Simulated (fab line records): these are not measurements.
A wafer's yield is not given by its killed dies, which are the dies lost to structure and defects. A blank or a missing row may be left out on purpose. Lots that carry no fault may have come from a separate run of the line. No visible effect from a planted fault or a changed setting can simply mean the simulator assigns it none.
Chamber matching    flow nand harc    pecvd-01 running NHARC_A_ONON_D2_DEP_33: 3 sister chambers
The step deposits SiO2, target thk 200 nm. 6 wafers are shown with their chamber, then 7 later ones without.

WAFERS PAIRED WITH THEIR CHAMBERS
wafer   chamber  throttle valve pct (%)  heater power w (W)
L833.3  0        16.7                    701
L834.3  2        15.3                    656
L834.5  2        15.4                    659
L834.6  1        16.2                    595
L836.2  1        16.1                    618
L836.4  0        16.5                    622

WAFERS WITH NO CHAMBER GIVEN
wafer   throttle valve pct (%)  heater power w (W)
L836.5  16.2                    483
L839.2  15.4                    561
L839.3  16.2                    487
L839.6  16.4                    689
L840.1  16.1                    605
L840.5  15.7                    704
L840.6  16.3                    614

CHAMBER TAKEN BY EACH
wafer   from the rows above      in truth
L836.5  1                        1
L839.2  2                        2
L839.3  1                        1
L839.6  can't be placed: 0 or 1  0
L840.1  1                        1
L840.5  can't be placed: 2 or 1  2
L840.6  can't be placed: 1 or 0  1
4 of 7 placed correctly. Not placeable from these rows: 3 (in 3, the candidates include the true chamber). Placed wrongly: 0.
How it was worked out, from the rows above alone: a wafer's distance from a chamber is the root of the sum, over the readings, of the square of ((its reading less the chamber's mean) divided by the reading's scatter). The wafer belongs to the nearest chamber; if the next one is less than 2 further off, it can't be placed. Each chamber's mean is taken over the wafers shown for it. The scatter: the root of (the sum of the squares of (reading less its chamber's mean) over the shown wafers, divided by (wafers less chambers)).
